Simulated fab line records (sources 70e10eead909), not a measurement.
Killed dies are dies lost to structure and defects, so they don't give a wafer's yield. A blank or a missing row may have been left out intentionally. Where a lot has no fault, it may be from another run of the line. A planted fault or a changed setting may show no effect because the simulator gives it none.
fab line records | flow nand-harc | part 2 of 2: steps 23 to 34 of 34
record lots=5 | wafers=15 | last-day=31
route steps=1302 shown A_STAIRCASE@824
lots with no fault: from the same line, run without faults
start-h: hours from the record's opening day to when the first of the lot's shown wafers began | wait-h: hours since the lot's step before | " unchanged from the row above | L1.1+2: a single row standing in for several wafers | - value missing, or start not given | * or withheld: withheld | < > ~ a bound
route shown NAME@n: NAME is a module with steps in the file, n the number in the route of the first one | usual: the fault-free wafers' mean and standard deviation | same: alike in all rows | chamber/n: place in a boat | sites: per-site readings | _std_site: how widely they spread, as a standard deviation | _edge_site: outer sites' mean less inner sites' | radius-mm: for every site, how far away it sits from the centre of the wafer | mask NAME#n: copy n | behind: the most recent tool/chamber to have shaped the wafer | hold: why the lot went on hold/how many hours it stayed there/how the hold came to an end | device: transistor that didn't switch, given as n, p or np | end of line: the same wafers' tests at the end of the route | a step with no rows: only its recipe | killed: at the first sort, the dies lost to defects and structure; wafer yield is something else | map: dies across one wafer; x = killed, . = not, _ = none there
set.NAME: the run value of the setting; set.NAME@STEP: its run value at that earlier step | model.NAME: the simulator's own value behind a step, which no gauge read
certain route steps with their lots: each step a table, each wafer a row
services: when a tool's chamber went out of use (start-h, in hours from the record's first day, below 0 if earlier), for how many hours, and the reason
## steps
# step NHARC_A_STAIRCASE_ALD_420
# recipe target-thk-a=200 | pulse-time-s=6 | ald-cycles=200 | temp-c=300 | material=SiO2
# usual heater-power-w=476/47 | precursor-pulse-height-rel=1.000/0.02
lot.wafer | tool      | chamber | start-h | wait-h | heater-power-w | precursor-pulse-height-rel | since-wet-clean-h
L074.4    | ald-hk-04 | 2       | 407.56  | 0.4    | 448            | 0.995                      | 143
L074.1    | "         | 3       | "       | "      | 388            | 1.006                      | 144
L074.6    | "         | 0       | "       | "      | 486            | 1.033                      | -
L083.3    | ald-hk-04 | 2       | 510.79  | -      | 463            | 0.980                      | 69
L083.6    | "         | 3       | "       | "      | 386            | 1.042                      | -
L083.5    | "         | 0       | "       | "      | 532            | 1.011                      | -
L089.1    | ald-hk-01 | 2       | 539.55  | -      | 436            | 1.018                      | 54
L089.2    | "         | 3       | "       | "      | 525            | 0.989                      | 54
L089.3    | "         | 0       | "       | "      | 438            | 1.002                      | 54
L090.4    | ald-hk-01 | 1       | 548.55  | -      | 465            | 1.014                      | 63
L090.2    | "         | 3       | "       | "      | 511            | 1.011                      | 63
L090.6    | "         | 0       | "       | "      | 439            | 1.016                      | -
L092.2    | ald-hk-01 | 0       | 569.93  | -      | 436            | 1.004                      | 84
L092.4    | "         | 1       | "       | "      | 471            | 0.992                      | 85
L092.3    | "         | 2       | "       | "      | 438            | 0.985                      | 85
# step NHARC_A_STAIRCASE_CVD_552
# recipe target-thk-a=400 | temp-c=700 | pressure-mtorr=300 | material=SiNx
lot.wafer  | tool     | chamber | start-h | wait-h
L074.1+4+6 | lpcvd-01 | 1       | -       | -
L083.3+5+6 | lpcvd-02 | 1       | 512.91  | 1.8
L089.1+2+3 | lpcvd-02 | 1       | -       | -
L090.2+4+6 | lpcvd-01 | 1       | -       | -
L092.2+3+4 | lpcvd-01 | 0       | -       | -
# step NHARC_A_STAIRCASE_DEP_151
# recipe target-thk-a=72000 | temp-c=400 | target-thk-nm=7200 | teos-flow-sccm=200 | rf-w=500 | material=SiO2
# usual heater-power-w=670/87
lot.wafer | tool     | chamber | start-h | wait-h | heater-power-w | since-wet-clean-h
L074.1    | pecvd-01 | 2       | 418.13  | 0.6    | 614            | 94
L074.6    | "        | 0       | "       | "      | 678            | -
L074.4    | "        | 1       | "       | "      | 532            | -
L083.3    | pecvd-02 | 2       | 516.55  | 0.5    | 717            | 95
L083.6    | "        | 1       | "       | "      | 606            | -
L083.5    | "        | 0       | "       | "      | 659            | -
L089.2    | pecvd-01 | 0       | 547.60  | 0.4    | 793            | 42
L089.1    | "        | 2       | "       | "      | 565            | 42
L089.3    | "        | 2       | "       | "      | 528            | -
L090.2    | pecvd-02 | 2       | 557.17  | 1.0    | 620            | 136
L090.4    | "        | 1       | "       | "      | 608            | -
L090.6    | "        | 2       | "       | "      | 596            | -
L092.2    | pecvd-01 | 2       | 577.98  | 0.5    | 592            | 73
L092.3    | "        | 0       | "       | "      | 813            | 73
L092.4    | "        | 1       | "       | "      | 547            | -
# step NHARC_A_STAIRCASE_ANNEAL_320
# recipe temp-c=750 | time-s=1800
lot.wafer  | tool       | chamber | start-h | wait-h
L074.1+4+6 | furnace-02 | 0       | 423.91  | -
L083.3+5+6 | furnace-02 | 0       | 523.22  | -
L089.1+2+3 | furnace-06 | 0       | 553.90  | 6.0
L090.2+4+6 | furnace-03 | 0       | 562.88  | -
L092.2+3+4 | furnace-06 | 0       | 588.25  | -
# step NHARC_A_STAIRCASE_DEP_322
# recipe target-thk-a=72000 | temp-c=400 | target-thk-nm=7200 | teos-flow-sccm=200 | rf-w=500 | material=SiO2
# usual heater-power-w=666/80
lot.wafer | tool     | chamber | start-h | wait-h | heater-power-w | since-wet-clean-h
L074.1    | pecvd-03 | 2       | 427.40  | 0.2    | 783            | 49
L074.4    | "        | 1       | "       | "      | 673            | -
L074.6    | "        | 2       | "       | "      | 662            | -
L083.3    | pecvd-03 | 0       | 526.82  | 0.3    | 655            | 148
L083.5    | "        | 1       | "       | "      | 652            | -
L083.6    | "        | 0       | "       | "      | 626            | -
L089.1    | pecvd-01 | 2       | 557.37  | 0.1    | 535            | 52
L089.2    | "        | 0       | "       | "      | 860            | 52
L089.3    | "        | 2       | "       | "      | 524            | -
L090.2    | pecvd-03 | 1       | 566.36  | 0.2    | 783            | 6
L090.4    | "        | 1       | "       | "      | 684            | -
L090.6    | "        | 2       | "       | "      | 644            | -
L092.2    | pecvd-03 | 0       | 591.59  | 0.1    | 831            | 32
L092.3    | "        | 2       | "       | "      | 740            | 32
L092.4    | "        | 1       | "       | "      | 669            | -
# step NHARC_A_STAIRCASE_ANNEAL_323
# recipe temp-c=750 | time-s=1800
lot.wafer  | tool       | chamber | start-h | wait-h
L074.1+4+6 | furnace-03 | 0       | 433.58  | -
L083.3+5+6 | furnace-02 | 0       | 530.58  | -
L089.1+2+3 | furnace-06 | 0       | 565.20  | 7.7
L090.2+4+6 | furnace-03 | 0       | 570.72  | -
L092.2+3+4 | furnace-03 | 0       | 596.92  | -
# step NHARC_A_STAIRCASE_DEP_325
# recipe target-thk-a=72000 | temp-c=400 | target-thk-nm=7200 | teos-flow-sccm=200 | rf-w=500 | material=SiO2
# usual heater-power-w=666/85
lot.wafer | tool     | chamber | start-h | wait-h | heater-power-w | since-wet-clean-h
L074.1    | pecvd-03 | 0       | 437.20  | 0.3    | 630            | 58
L074.4    | "        | 1       | "       | "      | 644            | -
L074.6    | "        | 2       | "       | "      | 659            | -
L083.3    | pecvd-03 | 1       | 534.22  | 0.3    | 771            | 155
L083.6    | "        | 2       | "       | "      | 668            | -
L083.5    | "        | 1       | "       | "      | 662            | -
L089.2    | pecvd-02 | 1       | 568.62  | 0.1    | 669            | 147
L089.3    | "        | 2       | "       | "      | 656            | 147
L089.1    | "        | 0       | "       | "      | 830            | 147
L090.2    | pecvd-02 | 1       | 574.20  | 0.2    | 759            | 153
L090.6    | "        | 0       | "       | "      | 646            | -
L090.4    | "        | 2       | "       | "      | 603            | -
L092.3    | pecvd-01 | 1       | 600.50  | 0.2    | 654            | 95
L092.2    | "        | 0       | "       | "      | 868            | 95
L092.4    | "        | 0       | "       | "      | 703            | -
# step NHARC_A_STAIRCASE_ANNEAL_326
# recipe temp-c=750 | time-s=1800
lot.wafer  | tool       | chamber | start-h | wait-h
L074.1+4+6 | furnace-03 | 0       | 442.09  | -
L083.3+5+6 | furnace-06 | 0       | 539.25  | -
L089.1+2+3 | furnace-03 | 0       | 573.68  | -
L090.2+4+6 | furnace-06 | 0       | 578.63  | -
L092.2+3+4 | furnace-03 | 0       | 606.63  | -
# step NHARC_A_STAIRCASE_DEHYDRATE_433
# recipe temp-c=150 | time-s=120
# usual resist-line-temp-C=23.01/0.1
lot.wafer | tool           | chamber | start-h | wait-h | resist-line-temp-C
L074.1    | litho-track-07 | 0       | 445.51  | 0.1    | 23.25
L074.4    | "              | 0       | "       | "      | 23.06
L074.6    | "              | 0       | "       | "      | 23.19
L083.3    | litho-track-02 | 0       | 542.60  | 0.1    | 23.03
L083.5    | "              | 0       | "       | "      | 23.05
L083.6    | "              | 0       | "       | "      | 22.94
L089.1    | litho-track-05 | 0       | 577.02  | 0.1    | 23.03
L089.2    | "              | 0       | "       | "      | 23.06
L089.3    | "              | 0       | "       | "      | 22.99
L090.2    | litho-track-05 | 0       | 582.02  | 0.1    | 23.13
L090.4    | "              | 0       | "       | "      | 23.10
L090.6    | "              | 0       | "       | "      | 23.25
L092.2    | litho-track-05 | 0       | 610.06  | 0.1    | 23.27
L092.3    | "              | 0       | "       | "      | 23.08
L092.4    | "              | 0       | "       | "      | 23.13
# step NHARC_A_STAIRCASE_HMDS_434
# recipe time-s=30
# usual resist-line-temp-C=23.00/0.1
lot.wafer | tool           | chamber | start-h | wait-h | resist-line-temp-C
L074.1    | litho-track-07 | 0       | -       | -      | 22.96
L074.4    | "              | 0       | "       | "      | 22.89
L074.6    | "              | 0       | "       | "      | 22.94
L083.3    | litho-track-02 | 0       | -       | -      | 22.94
L083.5    | "              | 0       | "       | "      | 22.91
L083.6    | "              | 0       | "       | "      | 23.12
L089.1    | litho-track-05 | 0       | -       | -      | 22.97
L089.2    | "              | 0       | "       | "      | 22.87
L089.3    | "              | 0       | "       | "      | 22.97
L090.2    | litho-track-05 | 0       | -       | -      | 23.11
L090.4    | "              | 0       | "       | "      | 23.01
L090.6    | "              | 0       | "       | "      | 23.21
L092.2    | litho-track-05 | 0       | -       | -      | 23.00
L092.3    | "              | 0       | "       | "      | 23.01
L092.4    | "              | 0       | "       | "      | 23.05
# step NHARC_A_STAIRCASE_COAT_435
# recipe spin-rpm=1200
# usual resist-line-temp-C=22.99/0.11 | spin-speed-rpm=1199.9/0.79
lot.wafer | tool           | chamber | start-h | wait-h | resist-line-temp-C | spin-speed-rpm
L074.1    | litho-track-07 | 0       | -       | -      | 23.06              | 1198.9
L074.4    | "              | 0       | "       | "      | 23.05              | 1197.6
L074.6    | "              | 0       | "       | "      | 23.01              | 1199.7
L083.3    | litho-track-02 | 0       | -       | -      | 22.87              | 1200.0
L083.5    | "              | 0       | "       | "      | 22.91              | 1199.0
L083.6    | "              | 0       | "       | "      | 23.00              | 1199.0
L089.1    | litho-track-05 | 0       | -       | -      | 22.87              | 1200.8
L089.2    | "              | 0       | "       | "      | 22.82              | 1199.6
L089.3    | "              | 0       | "       | "      | 22.84              | 1199.3
L090.2    | litho-track-05 | 0       | -       | -      | 22.78              | 1201.0
L090.4    | "              | 0       | "       | "      | 22.95              | 1200.3
L090.6    | "              | 0       | "       | "      | 22.86              | 1200.1
L092.2    | litho-track-05 | 0       | -       | -      | 22.99              | 1200.9
L092.3    | "              | 0       | "       | "      | 22.92              | 1200.7
L092.4    | "              | 0       | "       | "      | 22.86              | 1200.5
# step NHARC_A_STAIRCASE_SOFTBAKE_436
# recipe temp-c=135 | time-s=170
# usual resist-line-temp-C=23.01/0.11
lot.wafer | tool           | chamber | start-h | wait-h | resist-line-temp-C
L074.1    | litho-track-07 | 0       | -       | -      | 23.10
L074.4    | "              | 0       | "       | "      | 23.20
L074.6    | "              | 0       | "       | "      | 22.88
L083.3    | litho-track-02 | 0       | -       | -      | 23.07
L083.5    | "              | 0       | "       | "      | 23.00
L083.6    | "              | 0       | "       | "      | 22.90
L089.1    | litho-track-05 | 0       | -       | -      | 23.22
L089.2    | "              | 0       | "       | "      | 23.10
L089.3    | "              | 0       | "       | "      | 23.21
L090.2    | litho-track-05 | 0       | -       | -      | 23.04
L090.4    | "              | 0       | "       | "      | 23.01
L090.6    | "              | 0       | "       | "      | 23.14
L092.2    | litho-track-05 | 0       | -       | -      | 22.91
L092.3    | "              | 0       | "       | "      | 22.97
L092.4    | "              | 0       | "       | "      | 22.93
## services
tool           | chamber | start-h | hours | kind
rie-diel-01    | -       | 380.80  | 9.0   | pm
rie-diel-10    | 1       | 382.42  | 5.0   | repair
litho-track-02 | -       | 402.00  | 7.0   | pm
wet-bench-04   | -       | 403.20  | 8.0   | pm
rie-diel-10    | 0       | 406.59  | 3.3   | repair
pecvd-02       | -       | 408.48  | 13.0  | pm
rie-diel-10    | -       | 419.56  | 9.0   | pm
litho-track-07 | -       | 426.00  | 7.0   | pm
pecvd-03       | -       | 430.87  | 0.7   | repair
wet-bench-01   | -       | 453.60  | 8.0   | pm
litho-track-05 | -       | 474.00  | 7.0   | pm
rie-diel-10    | 0       | 483.51  | 6.6   | repair
rie-diel-06    | -       | 484.27  | 9.0   | pm
pecvd-02       | 2       | 488.54  | 17.8  | repair
pecvd-01       | -       | 492.46  | 13.0  | pm
pecvd-03       | -       | 494.61  | 1.0   | repair
pecvd-01       | 1       | 526.01  | 49.0  | repair
wet-bench-09   | -       | 528.80  | 8.0   | pm
pecvd-03       | -       | 547.00  | 13.0  | pm
rie-diel-01    | -       | 557.80  | 9.0   | pm
litho-track-02 | -       | 577.00  | 7.0   | pm
pecvd-02       | -       | 589.48  | 13.0  | pm
rie-diel-10    | -       | 596.76  | 9.0   | pm
litho-track-07 | -       | 601.00  | 7.0   | pm
